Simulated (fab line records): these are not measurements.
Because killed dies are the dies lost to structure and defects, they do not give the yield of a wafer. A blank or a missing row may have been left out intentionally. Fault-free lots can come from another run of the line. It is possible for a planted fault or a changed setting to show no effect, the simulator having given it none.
A lot that was struck, set against a sound lot ; flow n5 finfet ; 23 out of 1938 route steps
Sound: wafers L650.4, L650.5, L650.6. Struck: wafer L652.4 (left out: L652.1, L652.2 of the same lot, which were not struck); the cause appears at the end.
Per side, at each step with rows, come the tool, then ch with its chambers, and then its first start. Under that, the readings that differ: sound wafers ; struck wafers ; difference of the means ; sigmas: that difference in standard deviations of wafers without a fault.
alike: readings with means less than 2 such deviations apart, plus words and numbers identical on both sides. not compared: withheld readings, readings lacking a value on some wafer, bounds such as >300 that could conceal the same value, and numbers that have no deviation in the record and whose values overlap.
Wherever a step has rows on one side only, a row that says differs or no value, or a row with sigmas, the two part there. Numbers that have no deviation but don't overlap get no sigmas and don't part them. A reading missing from all wafers of one side parts the sides only when that side holds two or more wafers.

first, 9 steps without rows for these wafers: N5_BEOL_M11_EBR_07; N5_BEOL_M11_SOFTBAKE_06 (time 60 s); N5_BEOL_M11_EXPOSE_08 (exposes mask M11); N5_BEOL_M11_PEB_09 (peb time 60 s); N5_BEOL_M11_DEVELOP_10 (develop time 30 s); N5_BEOL_M11_DESCUM_16 (chemistry O2, time 7.9 s); N5_BEOL_M11_ETCH_61 (etches SiARC in CF4, target depth 39 nm, time 65 s); N5_BEOL_M11_ETCH_62 (etches SOC in N2/H2, target depth 110 nm, overetch 22 nm, time 165 s); N5_BEOL_M11_STRIP_68 (strips in N2/H2).
N5_BEOL_M11_STRIP_67: strips in CF4.
  sound on rie diel-01 ch 1,2,3, day 10 17:56; struck on rie diel-01 ch 1, day 11 05:27
reading;sound;struck;difference;sigmas
rf hours counter h (h);- - -;94;no value on the sound wafers;
  alike: drypump motor current A, oes product au, rf vpp V, showerhead plenum p Torr, throttle valve pct
then, 10 steps without rows for these wafers: N5_BEOL_M11_HM_OPEN_17 (chemistry Cl2/BCl3, target TiN, target depth 20 nm, overetch 6 nm); N5_BEOL_M11_STRIP_19 (strips in O2); N5_BEOL_M11_COAT_63 (time 60 s, resist thk 100 nm); N5_BEOL_M11_COAT_64 (time 60 s, resist thk 30 nm); N5_BEOL_M11_COAT_22 (resist thk 90 nm); N5_BEOL_M11_EBR_24; N5_BEOL_M11_SOFTBAKE_23 (time 60 s); N5_BEOL_M11_EXPOSE_25 (exposes mask V10); N5_BEOL_M11_PEB_26 (peb time 60 s); N5_BEOL_M11_DEVELOP_27 (develop time 30 s).
N5_BEOL_M11_INSPECT_30: inspects for defects (brightfield).
  struck on defect inspect-01, day 11 06:35; sound on defect inspect-02, day 10 18:55
reading;sound;struck;difference;sigmas
raw defect count;326 376 387;949;+586;+5
then, 1 step without rows for these wafers: N5_BEOL_M11_DESCUM_33 (chemistry O2, time 7.9 s).
N5_PASSIVATION_PROBE_49:
  rows exist in the record for the struck wafers here (prober-01, day 12 20:44), but not for the sound ones

WHERE THEY PART
Last at N5_PASSIVATION_PROBE_49 as far as this record goes, first at N5_BEOL_M11_STRIP_67.

WHY: whatever the simulator had introduced
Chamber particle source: rie diel-01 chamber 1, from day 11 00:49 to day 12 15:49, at N5_BEOL_M11_STRIP_67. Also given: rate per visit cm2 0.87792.
